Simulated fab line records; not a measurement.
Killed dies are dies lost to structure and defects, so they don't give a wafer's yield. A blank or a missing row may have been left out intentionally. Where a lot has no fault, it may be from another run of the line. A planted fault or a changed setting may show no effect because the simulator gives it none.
fab line records	flow n5Finfet
record lots=5	wafers=15	lastDay=17
route steps=1938 shown BEOL_M2@869 BEOL_M4@1111 PASSIVATION@1936
lots that met no fault: taken from a fault-free run of the same line
startH: hours from the record's first day to the start of the lot's first wafer shown	waitH: how many hours have passed since the lot's step before this one	" identical to the entry in the row above	L1.1+2: one row covering several wafers at once	- either no value or no given start	* or withheld: withheld	< > ~ a bound
route shown NAME@n: NAME is a module with steps in the file, n the number in the route of the first one	usual: mean and standard deviation over wafers with no fault	same: alike in all rows	chamber/n: place in a boat	sites: each site's reading	_std_site: their standard deviation	_edge_site: outer sites' mean less inner sites'	radiusMm: for every site, how far away it sits from the centre of the wafer	mask NAME#n: copy n	behind: tool/chamber where the wafer was last shaped	hold: why the lot went on hold/how many hours it stayed there/how the hold came to an end	device: the n, p or np transistor that did not switch	end of line: tests run on the same wafers once the route is complete	where a step has no rows: the recipe by itself	killed: not the wafer's yield, but the dies lost to structure and defects at the first sort	map: a wafer's dies, marking killed ones x, the rest . and places with no die _
set.NAME: the setting as run; set.NAME@STEP: as run at that earlier step	model.NAME: the simulator's own value behind a step, which no gauge read
a table for each step, a row for each wafer; lots at some steps of the route
services: when a tool's chamber went out of use (startH, in hours from the record's first day, below 0 if earlier), for how many hours, and the reason
## steps
# step N5_BEOL_M2_COAT_76
# recipe resist=underlayer	tempC=205	timeS=60	spinRpm=1500	resistThkNm=5
# step N5_BEOL_M2_COAT_22
# recipe resist=CAR-EUV	spinRpm=1500	resistThkNm=30
# step N5_BEOL_M2_EBR_24
# recipe solvent=PGMEA	ebrWidthMm=1.5
# step N5_BEOL_M2_SOFTBAKE_23
# recipe tempC=110	timeS=60	resist=CAR-EUV
# step N5_BEOL_M2_EXPOSE_25
# recipe maskId=V1	na=0.33	sourceShape=quasar	sigmaInner=0.2	sigmaOuter=0.8	polarization=unpolarized	defocusNm=5	doseMj=63
# step N5_BEOL_M2_PEB_26
# recipe pebTempC=100	pebTimeS=60	resist=CAR-EUV
# step N5_BEOL_M2_DEVELOP_27
# recipe developTimeS=30	developer=TMAH	resist=CAR-EUV	rinseLiquid=surfactantRinse	dry=airSpin	devTempC=23
# step N5_BEOL_M2_DESCUM_33
# recipe chemistry=O2	timeS=7	sourcePowerW=50	biasPowerW=20	pressureMtorr=20	rfFrequencyHz=2.712e+07	tempC=40	resist=CAR-EUV	o2FlowSccm=225
# step N5_BEOL_M2_ETCH_77
# recipe chemistry=N2/H2	target=underlayer	targetDepthA=65	maskMaterial=CAR-EUV	timeS=5.2	ionEnergyEv=200	pressureMtorr=30	sourceW=840	biasW=150	n2FlowSccm=200	h2FlowSccm=200	ends=cleared
# step N5_BEOL_M2_ETCH_69
# recipe chemistry=CF4	target=SiARC	targetDepthA=156	maskMaterial=CAR-EUV	timeS=26	ionEnergyEv=80	pressureMtorr=40	sourceW=545	biasW=36	Ar_flow_sccm=100	cf4FlowSccm=100	ends=cleared
# usual biasW=36.00/0.11	cf4FlowSccm=100.0/0.32	drypumpMotorCurrentA=5.9/0.48	etchRfOnTimeS=26.3/0.36	oesProductAu=0.65/0.063	rfVppV=184.2/1.3	showerheadPlenumPTorr=2.15/0.067	throttleValvePct=15.61/0.24
lot.wafer	tool	chamber	startH	waitH	biasW	cf4FlowSccm	drypumpMotorCurrentA	etchRfOnTimeS	oesProductAu	rfHoursCounterH	rfVppV	showerheadPlenumPTorr	throttleValvePct	model.CAR-EUV_of_BEOL_M2_COAT_22.thkNm
L884.1	rieDiel-05	0	213.65	0.0	-	-	-	-	-	-	-	-	-	20.4
L884.2	"	2	"	"	-	-	-	-	-	-	-	-	-	20.4
L884.5	"	0	"	"	-	-	-	-	-	-	-	-	-	20.4
L886.1	rieDiel-05	2	215.07	0.0	-	-	-	-	-	-	-	-	-	20.4
L886.4	"	2	"	"	-	-	-	-	-	-	-	-	-	20.2
L886.5	"	3	"	"	-	-	-	-	-	-	-	-	-	20.4
L885.1	rieDiel-03	2	215.76	0.0	-	-	-	-	-	-	-	-	-	20.4
L885.3	"	3	"	"	-	-	-	-	-	-	-	-	-	20.4
L885.6	"	1	"	"	-	-	-	-	-	-	-	-	-	20.2
L895.1	rieDiel-05	3	273.60	0.0	36.06	100.4	5.4	26.7	0.60	225	184.4	2.12	15.86	11.2
L895.3	"	1	"	"	36.08	100.2	6.2	26.1	0.78	20	183.1	2.10	15.36	11
L895.4	"	2	"	"	35.87	99.6	6.3	26.6	0.58	-	183.9	2.12	15.87	11
L896.1	rieDiel-03	0	277.69	0.0	36.01	100.3	6.3	25.9	0.73	61	182.7	2.09	15.53	11.2
L896.2	"	1	"	"	35.89	100.1	5.7	26.2	0.65	135	185.6	2.24	15.38	11
L896.3	"	2	"	"	35.90	99.9	6.6	26.8	0.58	241	185.2	2.20	16.03	11.2
# step N5_BEOL_M2_ALD_98
# recipe material=SiO2	targetThkA=25	tempC=100	aldPrecursorFamily=BDEAS	aldCoReactant=O2-plasma	pulseTimeS=1	coReactantPulseTimeS=1	purgeTimeS=2	coReactantPurgeTimeS=2	aldCycles=17	pressureTorr=2
# step N5_BEOL_M2_ETCHBACK_99
# recipe chemistry=CHF3	target=SiO2	targetDepthA=50	timeS=10.4	sourceW=215	biasW=47	Ar_flow_sccm=200	CHF3_flow_sccm=12	ionEnergyEv=100	pressureMtorr=30
# usual drypumpMotorCurrentA=5.8/0.49	oesProductAu=0.77/0.077	rfVppV=239.6/2.2	showerheadPlenumPTorr=2.17/0.079	throttleValvePct=16.99/0.23
lot.wafer	tool	chamber	startH	waitH	drypumpMotorCurrentA	oesProductAu	rfHoursCounterH	rfVppV	showerheadPlenumPTorr	throttleValvePct	model.CAR-EUV_of_BEOL_M2_COAT_22.thkNm
L884.1	rieDiel-01	1	215.22	1.4	6.1	0.27	210	238.3	2.05	16.99	19.6
L884.2	"	0	"	"	5.5	0.36	9	242.4	2.20	16.43	19.6
L884.5	"	2	"	"	5.4	0.30	-	241.3	2.27	16.81	19.8
L886.1	rieDiel-01	0	218.83	3.6	5.5	0.36	10	243.4	2.20	16.44	19.6
L886.4	"	2	"	"	5.4	0.30	87	244.3	2.27	16.81	19.6
L886.5	"	3	"	"	5.1	0.30	-	241.4	2.26	16.72	19.6
L885.1	rieDiel-05	2	219.57	3.7	6.3	0.26	211	237.6	2.14	17.24	19.6
L885.3	"	0	"	"	5.2	0.27	236	236.5	2.21	17.17	19.8
L885.6	"	0	"	"	5.2	0.26	-	239.4	2.21	17.18	19.6
L895.1	rieDiel-01	3	274.19	0.2	5.1	0.77	98	241.2	2.26	16.79	10.4
L895.3	"	2	"	"	5.4	0.79	108	242.8	2.26	16.87	10.4
L895.4	"	1	"	"	6.1	0.69	228	237.4	2.04	17.06	10.4
L896.1	rieDiel-05	3	278.71	0.8	5.4	0.70	227	237.6	2.13	17.30	10.6
L896.2	"	1	"	"	6.1	0.90	22	237.1	2.10	16.77	10.2
L896.3	"	2	"	"	6.3	0.67	229	236.5	2.13	17.30	10.4
# step N5_BEOL_M2_ETCH_70
# recipe chemistry=N2/H2	target=SOC	targetDepthA=800	overetchA=240	maskMaterial=SiARC	tempC=40	timeS=130	ionEnergyEv=200	pressureMtorr=30	sourceW=840	biasW=150	n2FlowSccm=200	h2FlowSccm=200
# usual biasW=150.0/0.47	chamberPressureMTorr=29.997/0.029	drypumpMotorCurrentA=5.8/0.49	oesProductAu=0.57/0.054	rfVppV=524.5/2.8	showerheadPlenumPTorr=2.57/0.095	throttleValvePct=17.72/0.26
lot.wafer	tool	chamber	startH	waitH	biasW	chamberPressureMTorr	drypumpMotorCurrentA	oesProductAu	rfHoursCounterH	rfVppV	showerheadPlenumPTorr	throttleValvePct
L884.1	rieDiel-01	1	215.25	0.0	150.2	29.930	6.1	0.26	210	520.5	2.42	17.63
L884.2	"	0	"	"	150.6	29.992	5.5	0.36	9	525.5	2.60	17.15
L884.5	"	2	"	"	150.3	30.011	5.4	0.30	-	528.2	2.68	17.55
L886.1	rieDiel-01	0	218.87	0.0	149.6	30.004	5.5	0.35	10	526.0	2.60	17.14
L886.4	"	2	"	"	148.4	29.984	5.4	0.30	87	527.8	2.68	17.53
L886.5	"	3	"	"	150.6	29.960	5.2	0.30	-	528.5	2.69	17.59
L885.1	rieDiel-05	2	219.60	0.0	148.9	29.935	6.3	0.27	211	523.7	2.52	17.98
L885.3	"	0	"	"	149.4	30.015	5.2	0.27	236	527.3	2.61	17.92
L885.6	"	0	"	"	150.0	30.007	5.2	0.26	-	524.1	2.61	17.90
L895.1	rieDiel-01	3	274.22	0.0	149.9	30.042	5.1	0.57	98	526.8	2.68	17.67
L895.3	"	2	"	"	149.8	30.013	5.4	0.58	108	527.8	2.67	17.63
L895.4	"	1	"	"	150.1	30.004	6.1	0.52	228	519.3	2.41	17.71
L896.1	rieDiel-05	3	278.75	0.0	150.2	30.048	5.4	0.52	227	522.9	2.52	18.06
L896.2	"	1	"	"	150.3	29.984	6.2	0.66	23	522.6	2.49	17.63
L896.3	"	2	"	"	149.6	29.979	6.3	0.50	229	522.6	2.51	18.06
# step N5_BEOL_M4_RC_MEAS_101
# usual DIBL_N=36.3/1.4	DIBL_P=35.7/1.5	IOFF_N=0.155/0.022	IOFF_P=0.204/0.027	ION_N=671/9	ION_P=459/6.2	SS_N=71.5/0.54	SS_P=73.1/0.56	VT_N=250.2/2.6	VT_P=-251/3.3
lot.wafer	tool	chamber	startH	waitH	DIBL_N[mV/V]	DIBL_P[mV/V]	IOFF_N[nA/um]	IOFF_P[nA/um]	ION_N[uA/um]	ION_P[uA/um]	SS_N[mV/dec]	SS_P[mV/dec]	VT_N[mV]	VT_P[mV]
L895.1	prober-01	0	302.64	0.0	33.8	33.7	0.109	0.164	647	454	70.6	72.3	256.1	-252
L895.3	"	0	"	"	33.8	34.3	0.109	0.173	649	454	71.1	72.7	256.4	-251
L895.4	"	0	"	"	35.0	34.6	0.123	0.178	657	457	71.2	73.0	253.4	-251
L896.1	prober-01	0	307.18	0.0	36.2	35.0	0.150	0.181	667	449	71.7	72.0	252.0	-255
L896.2	"	0	"	"	36.1	34.8	0.150	0.182	665	453	71.3	72.3	251.1	-255
L896.3	"	0	"	"	35.6	35.9	0.145	0.186	670	461	71.3	72.7	251.7	-253
# step N5_PASSIVATION_PROBE_49
# usual defectLimitedYield=91.0/1.5	killed_at_M0_to_M3=36/12	killed_at_M4_up=14/5.5	killedAtContacts=11/4.8	killedAtFrontEnd=42/12	killedAtOther=3.7/2.7	killedDies=106/18	killedOnRim=13/4.5	killedOpen=70/13	killedShort=35/8.2	sort_bin_5_function=5.3/1	sort_bin_6_memory=3.3/0.69	sortNPass=1074/18	sortYieldPct=91.0/1.5
# same grossDies=1180	killedAtBackSide=0	sort_bin_4_leakage[%]=0	sort_bin_8_speed[%]=0
lot.wafer	tool	chamber	startH	waitH	defectLimitedYield[%]	killed_at_M0_to_M3	killed_at_M4_up	killedAtContacts	killedAtFrontEnd	killedAtOther	killedDies	killedOnRim	killedOpen	killedShort	sort_bin_5_function[%]	sort_bin_6_memory[%]	sortNPass	sortYieldPct[%]
L884.1	prober-02	-	348.11	0.4	0	1109	10	15	38	8	1180	152	58	33	96.9	3.1	0	0
L884.2	prober-02	-	348.16	0.5	0	1111	23	5	36	5	1180	152	69	21	96.9	3.1	0	0
L884.5	prober-02	-	348.31	0.6	0	1127	16	4	31	2	1180	152	52	25	98.1	1.8	0	0
L886.1	prober-01	-	355.90	0.0	0	1131	5	4	35	5	1180	152	50	30	96.7	3.0	0	0
L886.4	prober-01	-	356.05	0.2	0	1105	10	16	46	3	1180	152	69	26	96.4	3.1	0	0
L886.5	prober-01	-	356.10	0.2	0	1110	9	9	48	4	1180	152	69	22	96.9	2.8	0	0
L885.1	prober-01	-	361.63	0.0	0	1113	18	22	25	2	1180	152	78	26	95.6	4.2	0	0
L885.3	prober-01	-	361.73	0.1	0	1093	32	15	39	1	1180	152	96	28	96.7	3.0	0	0
L885.6	prober-01	-	361.88	0.3	0	1121	16	23	18	2	1180	152	72	21	96.8	3.1	0	0
# killed by level:class
L884.1 BEOL_M2:areaEtch=1089 MOL_CONTACT_COAG:geometricParticle:open=13 STI_FIN_REVEAL:geometricParticle:open=8 GATE_CUT:geometricParticle:short=8 BEOL_M0_SAQP:geometricParticle:open=6 DUMMY_GATE:geometricParticle:open=4 BEOL_M0_SAQP:geometricParticle:short=4 BEOL_M1:geometricParticle:open=4
L884.2 BEOL_M2:areaEtch=1090 BEOL_M4:geometricParticle:open=17 STI_FIN_REVEAL:geometricParticle:open=13 FIN_SAQP:geometricParticle:open=8 BEOL_M0_SAQP:geometricParticle:open=7 BEOL_M1:geometricParticle:open=6 BEOL_M0_SAQP:geometricParticle:short=5 FIN_SAQP:geometricParticle:short=4
L884.5 BEOL_M2:areaEtch=1102 STI_FIN_REVEAL:geometricParticle:open=10 BEOL_M4:geometricParticle:open=8 BEOL_M0_SAQP:geometricParticle:short=7 FIN_SAQP:geometricParticle:open=6 BEOL_M1:geometricParticle:open=5 BEOL_M0_SAQP:geometricParticle:open=4 STARTING-WAFER:geometricParticle:short=4
L886.1 BEOL_M2:areaEtch=1100 FIN_SAQP:geometricParticle:open=13 BEOL_M1:geometricParticle:short=7 BEOL_M0_SAQP:geometricParticle:open=6 BEOL_M0_SAQP:geometricParticle:short=6 BEOL_M2:geometricParticle:open=6 GATE_CUT:geometricParticle:short=5 STI_FIN_REVEAL:geometricParticle:open=4
L886.4 BEOL_M2:areaEtch=1084 MOL_CONTACT_COAG:geometricParticle:open=15 FIN_SAQP:geometricParticle:open=8 STI_FIN_REVEAL:geometricParticle:open=8 BEOL_M0_SAQP:geometricParticle:open=7 BEOL_M4:geometricParticle:open=5 FIN_SAQP:geometricParticle:short=4 DUMMY_GATE:geometricParticle:open=4
L886.5 BEOL_M2:areaEtch=1088 FIN_SAQP:geometricParticle:open=10 DUMMY_GATE:geometricParticle:open=10 MOL_CONTACT_COAG:geometricParticle:open=9 FIN_SAQP:geometricParticle:short=6 STI_FIN_REVEAL:geometricParticle:open=6 BEOL_M0_SAQP:geometricParticle:open=6 BEOL_M2:geometricParticle:open=6
L885.1 BEOL_M2:areaEtch=1073 MOL_CONTACT_COAG:geometricParticle:open=17 BEOL_M0_SAQP:geometricParticle:open=10 BEOL_M3:geometricParticle:open=9 STI_FIN_REVEAL:geometricParticle:open=8 BEOL_M0_SAQP:geometricParticle:short=8 BEOL_M2:geometricParticle:open=6 FIN_SAQP:geometricParticle:open=5
L885.3 BEOL_M2:areaEtch=1053 BEOL_M4:geometricParticle:open=16 BEOL_M2:geometricParticle:open=16 MOL_CONTACT_COAG:geometricParticle:open=11 BEOL_M3:geometricParticle:open=9 STI_FIN_REVEAL:geometricParticle:open=7 BEOL_M1:geometricParticle:open=6 BEOL_M5:geometricParticle:open=6
L885.6 BEOL_M2:areaEtch=1087 MOL_CONTACT_COAG:geometricParticle:open=16 BEOL_M4:geometricParticle:open=12 BEOL_M2:geometricParticle:open=11 BEOL_M3:geometricParticle:open=9 MOL_CONTACT_COAG:geometricParticle:short=7 FIN_SAQP:geometricParticle:short=4 BEOL_M0_SAQP:geometricParticle:open=4
# map L884.1 (x killed, . not)
_________________xxxxxxxxxxxx________________
______________xxxxxxxxxxxxxxxxxx_____________
___________xxxxxxxxxxxxxxxxxxxxxxxx__________
__________xxxxxxxxxxxxxxxxxxxxxxxxxx_________
________xxxxxxxxxxxxxxxxxxxxxxxxxxxxxx_______
_______xxxxxxxxxxxxxxxxxxxxxxxxxxxxxxxx______
______xxxxxxxxxxxxxxxxxxxxxxxxxxxxxxxxxx_____
_____xxxxxxxxxxxxxxxxxxxxxxxxxxxxxxxxxxxx____
____xxxxxxxxxxxxxxxxxxxxxxxxxxxxxxxxxxxxxx___
___xxxxxxxxxxxxxxxxxxxxxxxxxxxxxxxxxxxxxxxx__
___xxxxxxxxxxxxxxxxxxxxxxxxxxxxxxxxxxxxxxxx__
__xxxxxxxxxxxxxxxxxxxxxxxxxxxxxxxxxxxxxxxxxx_
__xxxxxxxxxxxxxxxxxxxxxxxxxxxxxxxxxxxxxxxxxx_
_xxxxxxxxxxxxxxxxxxxxxxxxxxxxxxxxxxxxxxxxxxxx
_xxxxxxxxxxxxxxxxxxxxxxxxxxxxxxxxxxxxxxxxxxxx
_xxxxxxxxxxxxxxxxxxxxxxxxxxxxxxxxxxxxxxxxxxxx
_xxxxxxxxxxxxxxxxxxxxxxxxxxxxxxxxxxxxxxxxxxxx
_xxxxxxxxxxxxxxxxxxxxxxxxxxxxxxxxxxxxxxxxxxxx
_xxxxxxxxxxxxxxxxxxxxxxxxxxxxxxxxxxxxxxxxxxxx
_xxxxxxxxxxxxxxxxxxxxxxxxxxxxxxxxxxxxxxxxxxxx
_xxxxxxxxxxxxxxxxxxxxxxxxxxxxxxxxxxxxxxxxxxxx
__xxxxxxxxxxxxxxxxxxxxxxxxxxxxxxxxxxxxxxxxxx_
__xxxxxxxxxxxxxxxxxxxxxxxxxxxxxxxxxxxxxxxxxx_
___xxxxxxxxxxxxxxxxxxxxxxxxxxxxxxxxxxxxxxxx__
___xxxxxxxxxxxxxxxxxxxxxxxxxxxxxxxxxxxxxxxx__
____xxxxxxxxxxxxxxxxxxxxxxxxxxxxxxxxxxxxxx___
_____xxxxxxxxxxxxxxxxxxxxxxxxxxxxxxxxxxxx____
______xxxxxxxxxxxxxxxxxxxxxxxxxxxxxxxxxx_____
_______xxxxxxxxxxxxxxxxxxxxxxxxxxxxxxxx______
________xxxxxxxxxxxxxxxxxxxxxxxxxxxxxx_______
__________xxxxxxxxxxxxxxxxxxxxxxxxxx_________
___________xxxxxxxxxxxxxxxxxxxxxxxx__________
______________xxxxxxxxxxxxxxxxxx_____________
_________________xxxxxxxxxxxx________________
# map L885.1 (x killed, . not)
_________________xxxxxxxxxxxx________________
______________xxxxxxxxxxxxxxxxxx_____________
___________xxxxxxxxxxxxxxxxxxxxxxxx__________
__________xxxxxxxxxxxxxxxxxxxxxxxxxx_________
________xxxxxxxxxxxxxxxxxxxxxxxxxxxxxx_______
_______xxxxxxxxxxxxxxxxxxxxxxxxxxxxxxxx______
______xxxxxxxxxxxxxxxxxxxxxxxxxxxxxxxxxx_____
_____xxxxxxxxxxxxxxxxxxxxxxxxxxxxxxxxxxxx____
____xxxxxxxxxxxxxxxxxxxxxxxxxxxxxxxxxxxxxx___
___xxxxxxxxxxxxxxxxxxxxxxxxxxxxxxxxxxxxxxxx__
___xxxxxxxxxxxxxxxxxxxxxxxxxxxxxxxxxxxxxxxx__
__xxxxxxxxxxxxxxxxxxxxxxxxxxxxxxxxxxxxxxxxxx_
__xxxxxxxxxxxxxxxxxxxxxxxxxxxxxxxxxxxxxxxxxx_
_xxxxxxxxxxxxxxxxxxxxxxxxxxxxxxxxxxxxxxxxxxxx
_xxxxxxxxxxxxxxxxxxxxxxxxxxxxxxxxxxxxxxxxxxxx
_xxxxxxxxxxxxxxxxxxxxxxxxxxxxxxxxxxxxxxxxxxxx
_xxxxxxxxxxxxxxxxxxxxxxxxxxxxxxxxxxxxxxxxxxxx
_xxxxxxxxxxxxxxxxxxxxxxxxxxxxxxxxxxxxxxxxxxxx
_xxxxxxxxxxxxxxxxxxxxxxxxxxxxxxxxxxxxxxxxxxxx
_xxxxxxxxxxxxxxxxxxxxxxxxxxxxxxxxxxxxxxxxxxxx
_xxxxxxxxxxxxxxxxxxxxxxxxxxxxxxxxxxxxxxxxxxxx
__xxxxxxxxxxxxxxxxxxxxxxxxxxxxxxxxxxxxxxxxxx_
__xxxxxxxxxxxxxxxxxxxxxxxxxxxxxxxxxxxxxxxxxx_
___xxxxxxxxxxxxxxxxxxxxxxxxxxxxxxxxxxxxxxxx__
___xxxxxxxxxxxxxxxxxxxxxxxxxxxxxxxxxxxxxxxx__
____xxxxxxxxxxxxxxxxxxxxxxxxxxxxxxxxxxxxxx___
_____xxxxxxxxxxxxxxxxxxxxxxxxxxxxxxxxxxxx____
______xxxxxxxxxxxxxxxxxxxxxxxxxxxxxxxxxx_____
_______xxxxxxxxxxxxxxxxxxxxxxxxxxxxxxxx______
________xxxxxxxxxxxxxxxxxxxxxxxxxxxxxx_______
__________xxxxxxxxxxxxxxxxxxxxxxxxxx_________
___________xxxxxxxxxxxxxxxxxxxxxxxx__________
______________xxxxxxxxxxxxxxxxxx_____________
_________________xxxxxxxxxxxx________________
## services
tool	chamber	startH	hours	kind
rieDiel-05	1	202.25	-	clean
rieDiel-05	1	202.25	-	consumableReplace:focusRing
rieDiel-05	1	202.25	14.5	scheduledDown
rieDiel-05	1	202.25	14.5	ventCycle
rieDiel-01	0	225.59	5.0	repair
rieDiel-01	1	246.01	6.7	repair
rieDiel-05	0	261.01	-	clean
rieDiel-05	0	261.01	-	consumableReplace:focusRing
rieDiel-05	0	261.01	24.8	scheduledDown
rieDiel-05	0	261.01	24.8	ventCycle
## key
firstSign step=N5_BEOL_M2_ETCH_69	reading=toolRecord	direction=missing
effect step=N5_BEOL_M2_ETCHBACK_99	reading=oesProductAu	direction=down	sigmas=6.1	usual=0.77	struck=0.30
effect step=N5_BEOL_M2_ETCH_70	reading=oesProductAu	direction=down	sigmas=5.1	usual=0.57	struck=0.30
effect step=N5_PASSIVATION_PROBE_49	reading=killed_at_M0_to_M3	direction=up	sigmas=93	usual=36	struck=1113
modelEffect step=N5_BEOL_M2_ETCH_69	value=CAR-EUV_of_BEOL_M2_COAT_22.thkNm	without=11.16	struck=20.36
modelEffect step=N5_BEOL_M2_ETCHBACK_99	value=CAR-EUV_of_BEOL_M2_COAT_22.thkNm	without=10.49	struck=19.64
moreKillsBornAt N5_BEOL_M2_ETCH_69@rieDiel-05=6553	N5_BEOL_M2_ETCH_69@rieDiel-03=3213
metAt N5_BEOL_M2_ETCH_69
struckWafers L884.1,L884.2,L884.5,L885.1,L885.3,L885.6,L886.1,L886.4,L886.5
laterRowsLeftOut L884.1,L884.2,L884.5,L885.1,L885.3,L885.6,L886.1,L886.4,L886.5
fault kind=skippedStepWhole	tool=rieDiel-03,rieDiel-05	chamber=-	onsetH=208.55	steps=N5_BEOL_M2_ETCH_69	scope=struckLotsOnly
# laterRowsLeftOut: the simulator's readings of these wafers behind a module that went badly wrong aren't trusted and aren't shown, but for the sort
